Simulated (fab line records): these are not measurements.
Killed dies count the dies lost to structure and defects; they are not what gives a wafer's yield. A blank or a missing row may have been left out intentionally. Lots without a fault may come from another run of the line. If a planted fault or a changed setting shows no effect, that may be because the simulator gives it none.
Matching of chambers | flow n5-finfet | rie-diel-05 running N5_SD_EPI_P_ETCH_16: 4 sister chambers
The step etches SiO2 in CHF3/O2, target depth 5 nm. 4 wafers are shown with their chamber, then 9 later ones without.

WAFERS, EACH WITH ITS CHAMBER
wafer  | chamber | drypump-motor-current-A (A)
L081.5 | 2       | 6.4
L081.6 | 3       | 6.0
L084.5 | 1       | 5.1
L084.6 | 0       | 5.3

WAFERS WHOSE CHAMBER IS MISSING
wafer  | drypump-motor-current-A (A)
L086.3 | 6.4
L086.4 | 6.4
L086.5 | 6.0
L087.3 | 5.1
L087.4 | 6.0
L087.5 | 6.3
L097.2 | 5.3
L097.4 | 6.0
L097.5 | 5.3

EACH ONE'S CHAMBER
wafer  | from the rows above | in truth
L086.3 | 2                   | 2
L086.4 | 2                   | 2
L086.5 | 3                   | 3
L087.3 | 1                   | 1
L087.4 | 3                   | 3
L087.5 | 2                   | 2
L097.2 | 0                   | 0
L097.4 | 3                   | 3
L097.5 | 0                   | 0
9 of 9 placed correctly. Not placeable from these rows: 0. 0 placed wrongly.
How it was worked out, from the rows above alone: a wafer's distance from a chamber is the root of the sum, over the readings, of the square of ((its reading less the chamber's mean) divided by the reading's scatter). If the next closest chamber is less than 2 further off than the closest, the wafer can't be placed; otherwise it belongs to the closest. The mean given for a chamber averages the wafers shown for that chamber. The scatter (one wafer shown for each chamber): square how far every hidden wafer sits from the nearest shown wafer, average those squares and take the square root.
